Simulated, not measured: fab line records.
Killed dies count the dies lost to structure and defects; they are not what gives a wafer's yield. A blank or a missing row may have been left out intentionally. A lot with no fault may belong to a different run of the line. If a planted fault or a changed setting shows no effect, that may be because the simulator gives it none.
fab line records | flow n5Finfet
[record] lots = 5 | wafers = 12 | lastDay = 15
route steps=1938 shown BEOL_M4@1099 BEOL_M5@1112 PASS1_CAP@1874 PASSIVATION@1936
lots with no fault: from the same line, run without faults
startH: start of the lot's first displayed wafer, in hours after the record's first day | waitH: hours from the lot's prior step to this one | " identical to the entry in the row above | L1.1+2: one row covering several wafers at once | - value missing, or start not given | * or withheld: withheld | < > ~ a bound
route shown NAME@n: a module of which the file shows steps, and the number in the route of the first | usual: mean/standard deviation taken from wafers without a fault | same: alike in all rows | chamber/n: place in a boat | sites: readings site by site | _std_site: standard deviation across them | _edge_site: mean of outer sites minus mean of inner sites | radiusMm: how far each site lies from the wafer's centre | mask NAME#n: copy n | behind: tool/chamber where the wafer was last shaped | hold: why the lot went on hold/how many hours it stayed there/how the hold came to an end | device: the transistor (n, p or np) that didn't switch | end of line: tests run on the same wafers once the route is complete | where a step has no rows: the recipe by itself | killed: count of dies lost to structure and defects at first sort (not the wafer's yield) | map: shows each die of a wafer: x if killed, . if not, _ if none is there
set.NAME: the setting as run; set.NAME@STEP: as run at that earlier step | model.NAME: the simulator's own value behind a step, which no gauge read
certain route steps with their lots: each step a table, each wafer a row
services: a tool's chamber out of use, with start hour (startH, from the record's first day; less than 0 if before it), hours out, and reason
[[steps]]
[step N5_BEOL_M4_ANNEAL_95]
[recipe] tempC = 400 | timeS = 240 | ambient = vacuum
[step N5_BEOL_M4_SPUTTER_96]
[recipe] material = Cu | targetThkA = 45 | tempC = -20 | chamberPressurePa = 0.07 | powerW = withheld | timeS = 8.29
[step N5_BEOL_M4_ECD_50]
[recipe] material = Cu | targetThkA = 3000
[step N5_BEOL_M4_ANNEAL_51]
[recipe] tempC = 225 | timeS = 90 | ambient = N2
[step N5_BEOL_M4_CMP_52]
[recipe] stopOn = SiOC | tOverpolishS = 6.8 | downForcePsi = 1 | platenRpm = 50 | clearingPlatenDownForcePsi = 1.5 | clearingPlatenRpm = 50 | postCmpClean = cuAlkaline | targetThkNm = 40 | clearingPlatenPadVelocityMS = 0.99484 | padVelocityMS = 0.99484
[step N5_BEOL_M4_PRE_CLEAN_60]
[recipe] gas = NH3/H2 | timeS = 15 | tempC = * | rfPowerW = 300
[step N5_BEOL_M4_CO_CAP_55]
[recipe] material = Co | targetThkA = 20 | tempC = 200 | precursor = CCTBA/H2 | pressureTorr = 30 | timeS = 102.1
[step N5_BEOL_M4_PRE_CLEAN_56]
[recipe] gas = NH3 | timeS = 15 | tempC = withheld | rfPowerW = 300
[step N5_BEOL_M4_DEP_57]
[recipe] material = SiCN | targetThkA = 80 | tempC = withheld | precursor = 3MS/NH3 | pressureTorr = 3 | rfW = 202 | timeS = 14
[step N5_BEOL_M4_RC_MEAS_101]
[usual] DIBL_N = 35.8/1.5 | DIBL_P = 35.9/1.8 | IOFF_N = 0.152/0.025 | IOFF_P = 0.21/0.031 | ION_N = 672/11 | ION_P = 462/7.4 | SS_N = 71.5/0.52 | SS_P = 73.2/0.54 | VT_N = 250/3 | VT_P = -250/3.3
lot.wafer | tool      | chamber | startH | waitH | DIBL_N[mV/V] | DIBL_P[mV/V] | IOFF_N[nA/um] | IOFF_P[nA/um] | ION_N[uA/um] | ION_P[uA/um] | SS_N[mV/dec] | SS_P[mV/dec] | VT_N[mV] | VT_P[mV]
L808.1    | prober-02 | 0       | 208.85 | 0.0   | 37.1         | 36.5         | 0.136         | 0.18          | 659          | 458          | 71.9         | 73.8         | 251      | -255
L808.2    | "         | 0       | "      | "     | 35.2         | 33.9         | 0.110         | 0.14          | 656          | 447          | 70.9         | 72.4         | 257      | -261
L808.4    | "         | 0       | "      | "     | 34.8         | 33.8         | 0.112         | 0.14          | 671          | 448          | 70.8         | 73.8         | 255      | -258
L811.2    | prober-01 | 0       | 239.37 | 0.2   | 37.0         | 34.5         | 0.139         | 0.20          | 677          | 461          | 71.0         | 74.2         | 253      | -250
L811.5    | "         | 0       | "      | "     | 36.4         | 33.4         | 0.132         | 0.18          | 666          | 457          | 71.2         | 73.0         | 252      | -254
L812.1    | prober-02 | 0       | 239.91 | 0.0   | 36.5         | 35.2         | 0.162         | 0.21          | 666          | 460          | 70.8         | 73.9         | 248      | -250
L812.3    | "         | 0       | "      | "     | 38.4         | 38.1         | 0.206         | 0.26          | 677          | 467          | 72.6         | 73.8         | 246      | -250
L812.5    | "         | 0       | "      | "     | 35.9         | 34.5         | 0.146         | 0.20          | 670          | 460          | 71.6         | 73.1         | 251      | -251
L816.4    | prober-02 | 0       | 262.10 | 0.5   | 34.4         | 35.2         | 0.132         | 0.20          | 667          | 466          | 71.5         | 72.7         | 252      | -250
L816.5    | "         | 0       | "      | "     | 35.7         | 36.7         | 0.153         | 0.21          | 680          | 465          | 71.1         | 73.0         | 248      | -248
L817.4    | prober-01 | 0       | 264.18 | 0.5   | 33.9         | 34.5         | 0.137         | 0.21          | 658          | 459          | 71.7         | 72.7         | 251      | -250
L817.5    | "         | 0       | "      | "     | 36.2         | 36.7         | 0.179         | 0.25          | 665          | 467          | 72.8         | 73.0         | 247      | -245
[step N5_BEOL_M5_ILD_DEP_00]
[recipe] material = SiCOH_lowk | targetThkA = 1406.4 | tempC = 300 | precursor = DEMS/porogen | pressureTorr = 5 | rfW = 500 | timeS = 25.9
[step N5_BEOL_M5_CURE_79]
[recipe] tempC = 385 | timeS = 240 | ambient = He/Ar | material = SiCOH_lowk
[step N5_BEOL_M5_PECVD_70]
[recipe] material = SiO2 | targetThkA = 160 | tempC = 400 | precursor = TEOS/O2 | pressureTorr = 5.5 | rfW = 450 | teosFlowSccm = 53.8 | gas = O2 | flowSccm = 3000 | timeS = 18
[step N5_BEOL_M5_HM_DEP_02]
[recipe] material = TiN | targetThkA = 200 | tempC = 25 | chamberPressurePa = 0.49996
[step N5_BEOL_M5_COAT_59]
[recipe] resist = SOC | tempC = 250 | timeS = 60 | spinRpm = 1500 | resistThkNm = 60
[step N5_BEOL_M5_COAT_60]
[recipe] resist = SiARC | tempC = 220 | timeS = 60 | spinRpm = 1500 | resistThkNm = 12
[step N5_BEOL_M5_COAT_71]
[recipe] resist = underlayer | tempC = 205 | timeS = 60 | spinRpm = 1500 | resistThkNm = 5
[step N5_BEOL_M5_COAT_05]
[recipe] resist = CAR-EUV | spinRpm = 1500 | resistThkNm = 30
[step N5_BEOL_M5_EBR_07]
[recipe] solvent = PGMEA | ebrWidthMm = 1.5
[step N5_BEOL_M5_SOFTBAKE_06]
[recipe] tempC = 110 | timeS = 60 | resist = CAR-EUV
[step N5_BEOL_M5_EXPOSE_08]
[recipe] maskId = M5 | na = 0.33 | sourceShape = annular | sigmaInner = 0.4 | sigmaOuter = 0.8 | polarization = unpolarized | targetCdNm = 28 | doseMj = 35.75
[step N5_BEOL_M5_PEB_09]
[recipe] pebTempC = 100 | pebTimeS = 60 | resist = CAR-EUV
[step N5_BEOL_M5_DEVELOP_10]
[recipe] developTimeS = 30 | developer = TMAH | resist = CAR-EUV | rinseLiquid = surfactantRinse | dry = airSpin | devTempC = 23
[step N5_BEOL_M5_DESCUM_16]
[recipe] chemistry = O2 | timeS = 7 | sourcePowerW = 50 | biasPowerW = 20 | pressureMtorr = 20 | rfFrequencyHz = 2.712e+07 | tempC = 40 | resist = CAR-EUV | o2FlowSccm = 225
[step N5_BEOL_M5_ETCH_72]
[recipe] chemistry = N2/H2 | target = underlayer | targetDepthA = 65 | maskMaterial = CAR-EUV | timeS = 5.2 | ionEnergyEv = 200 | pressureMtorr = 30 | sourceW = 840 | biasW = 150 | n2FlowSccm = 200 | h2FlowSccm = 200 | ends = cleared
[step N5_BEOL_M5_ETCH_61]
[recipe] chemistry = CF4 | target = SiARC | targetDepthA = 156 | maskMaterial = CAR-EUV | timeS = 26 | ionEnergyEv = 80 | pressureMtorr = 40 | sourceW = 545 | biasW = 36 | Ar_flow_sccm = 100 | cf4FlowSccm = 100 | ends = cleared
[step N5_BEOL_M5_ETCH_62]
[recipe] chemistry = N2/H2 | target = SOC | targetDepthA = 750 | overetchA = 150 | maskMaterial = SiARC | tempC = 40 | timeS = 112.5 | ionEnergyEv = 200 | pressureMtorr = 30 | sourceW = 840 | biasW = 150 | n2FlowSccm = 200 | h2FlowSccm = 200
[step N5_BEOL_M5_STRIP_63]
[recipe] chemistry = N2/H2 | tempC = 40 | n2FlowSccm = 200 | h2FlowSccm = 200 | rfFrequencyHz = 6e+07
[step N5_BEOL_M5_STRIP_73]
[recipe] chemistry = N2/H2 | tempC = 40 | n2FlowSccm = 200 | h2FlowSccm = 200 | rfFrequencyHz = 6e+07
[step N5_BEOL_M5_STRIP_64]
[recipe] chemistry = CF4 | resist = SiARC | powerW = 300 | biasPowerW = 75 | pressureMtorr = 50 | cf4FlowSccm = 150 | rfFrequencyHz = 6e+07
[step N5_BEOL_M5_HM_OPEN_17]
[recipe] chemistry = Cl2/BCl3 | targetDepthA = 200 | overetchA = 60 | target = TiN | maskMaterial = SOC | ionEnergyEv = 150 | pressureMtorr = 10 | icpW = 1000 | biasW = 126 | Cl2_flow_sccm = 53.25 | bcl3FlowSccm = 21.75 | Ar_flow_sccm = 25
[step N5_BEOL_M5_STRIP_19]
[recipe] chemistry = O2 | powerW = 400 | tempC = 40 | pressureMtorr = 30 | rfFrequencyHz = 6e+07 | biasPowerW = 0 | overashFraction = 0.2 | o2FlowSccm = 225
[step N5_BEOL_M5_COAT_65]
[recipe] resist = SOC | tempC = 250 | timeS = 60 | spinRpm = 1500 | resistThkNm = 60
[step N5_BEOL_M5_COAT_66]
[recipe] resist = SiARC | tempC = 220 | timeS = 60 | spinRpm = 1500 | resistThkNm = 12
[step N5_PASSIVATION_PECVD_01]
[recipe] material = SiNx | targetThkA = 2000 | tempC = 400 | precursor = SiH4/NH3/N2 | pressureTorr = 4.9 | rfW = 1406 | timeS = 43.2
[usual] heaterPowerW = 369/59 | showerheadPlenumPTorr = 8.72/0.053 | throttleValvePct = 29.7/1.7
lot.wafer | tool     | chamber | startH | waitH | heaterPowerW | showerheadPlenumPTorr | throttleValvePct | model.SiNx_of_PASSIVATION_PECVD_01.thkNm
L808.1    | pecvd-03 | 0       | 311.88 | 0.0   | 457          | 8.67                  | 29.4             | 194.6
L808.2    | "        | 1       | "      | "     | 399          | 8.78                  | 28.4             | 196.4
L808.4    | "        | 2       | "      | "     | 329          | 8.66                  | 27.4             | 197.4
L812.1    | pecvd-01 | 1       | 332.85 | 0.0   | 316          | 8.77                  | 32.2             | 200
L812.3    | "        | 2       | "      | "     | 316          | 8.72                  | 28.5             | 199.4
L812.5    | "        | 1       | "      | "     | 323          | 8.75                  | 32.1             | 204
L811.2    | pecvd-03 | 0       | 336.76 | 0.0   | 440          | 8.65                  | 29.1             | 193.8
L811.5    | "        | 1       | "      | "     | 405          | 8.81                  | 28.3             | 269.4
L816.4    | pecvd-03 | 1       | 355.55 | 0.0   | 401          | 8.80                  | 28.5             | 198.6
L816.5    | "        | 2       | "      | "     | 425          | 8.65                  | 28.1             | 273.2
L817.4    | pecvd-03 | 2       | 360.69 | 0.0   | 291          | 8.68                  | 27.6             | 196.2
L817.5    | "        | 1       | "      | "     | 436          | 8.81                  | 28.4             | 269.2
[step N5_PASSIVATION_PROBE_49]
[usual] defectLimitedYield = 91.7/1.7 | killed_at_M0_to_M3 = 34/10 | killed_at_M4_up = 13/5.1 | killedAtContacts = 12/6.2 | killedAtFrontEnd = 36/12 | killedAtOther = 3.2/2.6 | killedDies = 98/20 | killedOnRim = 13/4.5 | killedOpen = 65/13 | killedShort = 32/8.4 | sort_bin_5_function = 4.8/1.1 | sort_bin_6_memory = 3.2/0.74 | sortNPass = 1082/20 | sortYieldPct = 91.7/1.7
[same] grossDies = 1180 | killedAtBackSide = 0 | sort_bin_4_leakage[%] = 0 | sort_bin_8_speed[%] = 0
lot.wafer | tool      | chamber | startH | waitH | defectLimitedYield[%] | killed_at_M0_to_M3 | killed_at_M4_up | killedAtContacts | killedAtFrontEnd | killedAtOther | killedDies | killedOnRim | killedOpen | killedShort | sort_bin_5_function[%] | sort_bin_6_memory[%] | sortNPass | sortYieldPct[%]
L812.1    | prober-01 | -       | 340.42 | 0.0   | 92.8                  | 27                 | 15              | 14               | 26               | 3             | 85         | 12          | 60         | 24          | 4.3                    | 2.7                  | 1095      | 92.8
L812.3    | prober-01 | -       | 340.52 | 0.1   | 93.9                  | 24                 | 18              | 9                | 21               | 0             | 72         | 8           | 48         | 22          | 2.7                    | 3.1                  | 1108      | 93.9
L812.5    | prober-01 | -       | 340.62 | 0.2   | 91.2                  | 31                 | 14              | 14               | 42               | 3             | 104        | 18          | 52         | 43          | 4.6                    | 3.3                  | 1076      | 91.2
L811.2    | prober-02 | -       | 345.19 | 0.1   | 86.7                  | 59                 | 21              | 24               | 46               | 7             | 157        | 28          | 104        | 52          | 7.7                    | 5.3                  | 1023      | 86.7
L811.5    | prober-02 | -       | 345.34 | 0.2   | 0                     | 36                 | 15              | 20               | 18               | 1091          | 1180       | 152         | 69         | 28          | 96.6                   | 3.0                  | 0         | 0
L816.5    | prober-01 | -       | 362.88 | 0.2   | 0                     | 36                 | 13              | 4                | 31               | 1096          | 1180       | 152         | 65         | 27          | 96.9                   | 2.7                  | 0         | 0
L817.4    | prober-02 | -       | 368.55 | 0.2   | 90.8                  | 46                 | 13              | 13               | 30               | 6             | 108        | 13          | 80         | 28          | 4.2                    | 4.4                  | 1072      | 90.8
L817.5    | prober-02 | -       | 368.60 | 0.2   | 0                     | 20                 | 13              | 19               | 49               | 1079          | 1180       | 152         | 70         | 33          | 96.6                   | 3.1                  | 0         | 0
// killed by level:class
L812.1 MOL_CONTACT_COAG:geometricParticle:open=12 BEOL_M4:geometricParticle:open=10 BEOL_M0_SAQP:geometricParticle:open=7 STARTING-WAFER:geometricParticle:open=5 BEOL_M3:geometricParticle:short=5 FIN_SAQP:geometricParticle:open=4 BEOL_M0_SAQP:geometricParticle:short=4 FIN_CUT:geometricParticle:open=3
L812.3 BEOL_M4:geometricParticle:open=8 MOL_CONTACT_COAG:geometricParticle:open=6 BEOL_M4:geometricParticle:short=6 GATE_CUT:geometricParticle:open=5 BEOL_M0:geometricParticle:short=5 BEOL_M0:geometricParticle:open=5 BEOL_M1:geometricParticle:open=5 STI_FIN_REVEAL:geometricParticle:open=4
L812.5 BEOL_M0_SAQP:geometricParticle:short=12 MOL_CONTACT_COAG:geometricParticle:open=10 FIN_SAQP:geometricParticle:short=9 BEOL_M0_SAQP:geometricParticle:open=9 HKMG_FIN:areaEtch=8 FIN_SAQP:geometricParticle:open=7 BEOL_M4:geometricParticle:open=5 MOL_CONTACT_COAG:geometricParticle:short=4
L811.2 MOL_CONTACT_COAG:geometricParticle:open=18 FIN_SAQP:geometricParticle:short=14 FIN_SAQP:geometricParticle:open=14 BEOL_M1:geometricParticle:open=13 BEOL_M2:geometricParticle:open=13 BEOL_M4:geometricParticle:open=11 BEOL_M0_SAQP:geometricParticle:short=9 BEOL_M0_SAQP:geometricParticle:open=9
L811.5 PASS1_CAP:areaPecvd=1083 MOL_CONTACT_COAG:geometricParticle:open=16 BEOL_M0_SAQP:geometricParticle:open=7 BEOL_M1:geometricParticle:open=7 BEOL_M2:geometricParticle:open=6 BEOL_M4:geometricParticle:open=6 FIN_SAQP:geometricParticle:short=5 FIN_SAQP:geometricParticle:open=5
L816.5 PASS1_CAP:areaPecvd=1088 BEOL_M0_SAQP:geometricParticle:open=14 DUMMY_GATE:geometricParticle:open=6 BEOL_M0_SAQP:geometricParticle:short=6 BEOL_M2:geometricParticle:open=6 BEOL_M4:geometricParticle:open=6 STI_FIN_REVEAL:geometricParticle:open=5 MOL_CONTACT_COAG:geometricParticle:open=4
L817.4 FIN_SAQP:geometricParticle:open=14 BEOL_M0_SAQP:geometricParticle:open=13 MOL_CONTACT_COAG:geometricParticle:open=12 BEOL_M2:geometricParticle:open=8 BEOL_M3:geometricParticle:open=7 BEOL_M4:geometricParticle:open=7 FIN_SAQP:geometricParticle:short=6 BEOL_M1:geometricParticle:open=5
L817.5 PASS1_CAP:areaPecvd=1077 STI_FIN_REVEAL:geometricParticle:open=19 MOL_CONTACT_COAG:geometricParticle:open=15 FIN_SAQP:geometricParticle:short=12 BEOL_M0_SAQP:geometricParticle:open=7 BEOL_M4:geometricParticle:open=7 FIN_SAQP:geometricParticle:open=5 BEOL_M3:geometricParticle:open=5
// map L811.5 (x killed, . not)
_________________xxxxxxxxxxxx________________
______________xxxxxxxxxxxxxxxxxx_____________
___________xxxxxxxxxxxxxxxxxxxxxxxx__________
__________xxxxxxxxxxxxxxxxxxxxxxxxxx_________
________xxxxxxxxxxxxxxxxxxxxxxxxxxxxxx_______
_______xxxxxxxxxxxxxxxxxxxxxxxxxxxxxxxx______
______xxxxxxxxxxxxxxxxxxxxxxxxxxxxxxxxxx_____
_____xxxxxxxxxxxxxxxxxxxxxxxxxxxxxxxxxxxx____
____xxxxxxxxxxxxxxxxxxxxxxxxxxxxxxxxxxxxxx___
___xxxxxxxxxxxxxxxxxxxxxxxxxxxxxxxxxxxxxxxx__
___xxxxxxxxxxxxxxxxxxxxxxxxxxxxxxxxxxxxxxxx__
__xxxxxxxxxxxxxxxxxxxxxxxxxxxxxxxxxxxxxxxxxx_
__xxxxxxxxxxxxxxxxxxxxxxxxxxxxxxxxxxxxxxxxxx_
_xxxxxxxxxxxxxxxxxxxxxxxxxxxxxxxxxxxxxxxxxxxx
_xxxxxxxxxxxxxxxxxxxxxxxxxxxxxxxxxxxxxxxxxxxx
_xxxxxxxxxxxxxxxxxxxxxxxxxxxxxxxxxxxxxxxxxxxx
_xxxxxxxxxxxxxxxxxxxxxxxxxxxxxxxxxxxxxxxxxxxx
_xxxxxxxxxxxxxxxxxxxxxxxxxxxxxxxxxxxxxxxxxxxx
_xxxxxxxxxxxxxxxxxxxxxxxxxxxxxxxxxxxxxxxxxxxx
_xxxxxxxxxxxxxxxxxxxxxxxxxxxxxxxxxxxxxxxxxxxx
_xxxxxxxxxxxxxxxxxxxxxxxxxxxxxxxxxxxxxxxxxxxx
__xxxxxxxxxxxxxxxxxxxxxxxxxxxxxxxxxxxxxxxxxx_
__xxxxxxxxxxxxxxxxxxxxxxxxxxxxxxxxxxxxxxxxxx_
___xxxxxxxxxxxxxxxxxxxxxxxxxxxxxxxxxxxxxxxx__
___xxxxxxxxxxxxxxxxxxxxxxxxxxxxxxxxxxxxxxxx__
____xxxxxxxxxxxxxxxxxxxxxxxxxxxxxxxxxxxxxx___
_____xxxxxxxxxxxxxxxxxxxxxxxxxxxxxxxxxxxx____
______xxxxxxxxxxxxxxxxxxxxxxxxxxxxxxxxxx_____
_______xxxxxxxxxxxxxxxxxxxxxxxxxxxxxxxx______
________xxxxxxxxxxxxxxxxxxxxxxxxxxxxxx_______
__________xxxxxxxxxxxxxxxxxxxxxxxxxx_________
___________xxxxxxxxxxxxxxxxxxxxxxxx__________
______________xxxxxxxxxxxxxxxxxx_____________
_________________xxxxxxxxxxxx________________
// map L816.5 (x killed, . not)
_________________xxxxxxxxxxxx________________
______________xxxxxxxxxxxxxxxxxx_____________
___________xxxxxxxxxxxxxxxxxxxxxxxx__________
__________xxxxxxxxxxxxxxxxxxxxxxxxxx_________
________xxxxxxxxxxxxxxxxxxxxxxxxxxxxxx_______
_______xxxxxxxxxxxxxxxxxxxxxxxxxxxxxxxx______
______xxxxxxxxxxxxxxxxxxxxxxxxxxxxxxxxxx_____
_____xxxxxxxxxxxxxxxxxxxxxxxxxxxxxxxxxxxx____
____xxxxxxxxxxxxxxxxxxxxxxxxxxxxxxxxxxxxxx___
___xxxxxxxxxxxxxxxxxxxxxxxxxxxxxxxxxxxxxxxx__
___xxxxxxxxxxxxxxxxxxxxxxxxxxxxxxxxxxxxxxxx__
__xxxxxxxxxxxxxxxxxxxxxxxxxxxxxxxxxxxxxxxxxx_
__xxxxxxxxxxxxxxxxxxxxxxxxxxxxxxxxxxxxxxxxxx_
_xxxxxxxxxxxxxxxxxxxxxxxxxxxxxxxxxxxxxxxxxxxx
_xxxxxxxxxxxxxxxxxxxxxxxxxxxxxxxxxxxxxxxxxxxx
_xxxxxxxxxxxxxxxxxxxxxxxxxxxxxxxxxxxxxxxxxxxx
_xxxxxxxxxxxxxxxxxxxxxxxxxxxxxxxxxxxxxxxxxxxx
_xxxxxxxxxxxxxxxxxxxxxxxxxxxxxxxxxxxxxxxxxxxx
_xxxxxxxxxxxxxxxxxxxxxxxxxxxxxxxxxxxxxxxxxxxx
_xxxxxxxxxxxxxxxxxxxxxxxxxxxxxxxxxxxxxxxxxxxx
_xxxxxxxxxxxxxxxxxxxxxxxxxxxxxxxxxxxxxxxxxxxx
__xxxxxxxxxxxxxxxxxxxxxxxxxxxxxxxxxxxxxxxxxx_
__xxxxxxxxxxxxxxxxxxxxxxxxxxxxxxxxxxxxxxxxxx_
___xxxxxxxxxxxxxxxxxxxxxxxxxxxxxxxxxxxxxxxx__
___xxxxxxxxxxxxxxxxxxxxxxxxxxxxxxxxxxxxxxxx__
____xxxxxxxxxxxxxxxxxxxxxxxxxxxxxxxxxxxxxx___
_____xxxxxxxxxxxxxxxxxxxxxxxxxxxxxxxxxxxx____
______xxxxxxxxxxxxxxxxxxxxxxxxxxxxxxxxxx_____
_______xxxxxxxxxxxxxxxxxxxxxxxxxxxxxxxx______
________xxxxxxxxxxxxxxxxxxxxxxxxxxxxxx_______
__________xxxxxxxxxxxxxxxxxxxxxxxxxx_________
___________xxxxxxxxxxxxxxxxxxxxxxxx__________
______________xxxxxxxxxxxxxxxxxx_____________
_________________xxxxxxxxxxxx________________
[[services]]
tool     | chamber | startH | hours | kind
pecvd-01 | -       | 329.86 | 1.7   | repair
pecvd-01 | 0       | 340.59 | 5.5   | scheduledDown
[[key]]
[firstSign] step = N5_PASSIVATION_PROBE_49 | reading = killedAtOther | direction = up | sigmas = 99+ | usual = 3.2 | struck = 1088.7
[effect] step = N5_PASSIVATION_PROBE_49 | reading = sort_bin_5_function | direction = up | sigmas = 86 | usual = 4.8 | struck = 96.7
[modelEffect] step = N5_PASSIVATION_PECVD_01 | value = SiNx_of_PASSIVATION_PECVD_01.thkNm | without = 198.5 | struck = 270.6
[moreKillsBornAt] N5_PASSIVATION_PECVD_01@pecvd-03 = 3248
metAt N5_PASSIVATION_PECVD_01
struckWafers L811.5,L816.5,L817.5
laterRowsLeftOut L811.5,L816.5,L817.5
onsetBetween 311.88 336.76
[fault] kind = processParameterDrift | tool = pecvd-03 | chamber = - | onsetH = 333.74 | steps = N5_PASSIVATION_PECVD_01 | channel = timeS | offset = * | shape = step | endH = 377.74 | scope = struckWafersOnly | actsIn = * | stated = *
// laterRowsLeftOut: the simulator's readings of these wafers behind a module that went badly wrong aren't trusted and aren't shown, but for the sort
